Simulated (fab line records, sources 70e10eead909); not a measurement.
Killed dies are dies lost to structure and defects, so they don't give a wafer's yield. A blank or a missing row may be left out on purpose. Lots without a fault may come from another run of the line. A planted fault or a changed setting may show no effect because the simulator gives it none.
Chamber matching | flow nand_harc | NHARC_P_CONTACT_DESCUM_17 on rie_diel-08: 4 sister chambers
The step chemistry O2, time 3 s. 8 wafers are shown with their chamber, then 7 later ones without.

WAFERS WITH THEIR CHAMBER
wafer  | chamber | oes_product_au (a.u.) | rf_vpp_V (V)
L085.1 | 2       | 0.996                 | 58.1
L085.6 | 1       | 1.019                 | 58.6
L086.3 | 3       | 0.996                 | 58.0
L088.1 | 2       | 1.010                 | 57.5
L088.2 | 1       | 1.021                 | 57.7
L088.4 | 0       | 1.009                 | 57.0
L089.1 | 0       | 0.992                 | 56.0
L089.2 | 3       | 1.004                 | 56.0

WAFERS WITHOUT THEIR CHAMBER
wafer  | oes_product_au (a.u.) | rf_vpp_V (V)
L089.5 | 0.990                 | 58.3
L093.3 | 1.008                 | 58.0
L093.5 | 0.987                 | 58.6
L093.6 | 0.985                 | 56.6
L095.2 | 1.014                 | 58.0
L095.4 | 1.000                 | 57.6
L095.5 | 0.995                 | 57.7

WHICH CHAMBER EACH WENT THROUGH
wafer  | from the rows above               | in truth
L089.5 | can't be placed: 2 or 3 or 0 or 1 | 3
L093.3 | can't be placed: 2 or 1 or 3 or 0 | 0
L093.5 | can't be placed: 2 or 3 or 0 or 1 | 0
L093.6 | can't be placed: 3 or 0 or 2      | 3
L095.2 | can't be placed: 1 or 2 or 3 or 0 | 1
L095.4 | can't be placed: 2 or 3 or 0      | 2
L095.5 | can't be placed: 2 or 3 or 0      | 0
Placed correctly: 0 of 7. Can't be placed from these rows: 7 (the true chamber is among the candidates in 7). Placed wrongly: 0.
How it was worked out, from the rows above alone: a wafer's distance from a chamber is the root of the sum, over the readings, of the square of ((its reading less the chamber's mean) divided by the reading's scatter). The wafer belongs to the nearest chamber; if the next one is less than 2 further off, it can't be placed. A chamber's mean is the mean of its shown wafers. The scatter: the root of (the sum of the squares of (reading less its chamber's mean) over the shown wafers, divided by (wafers less chambers)).
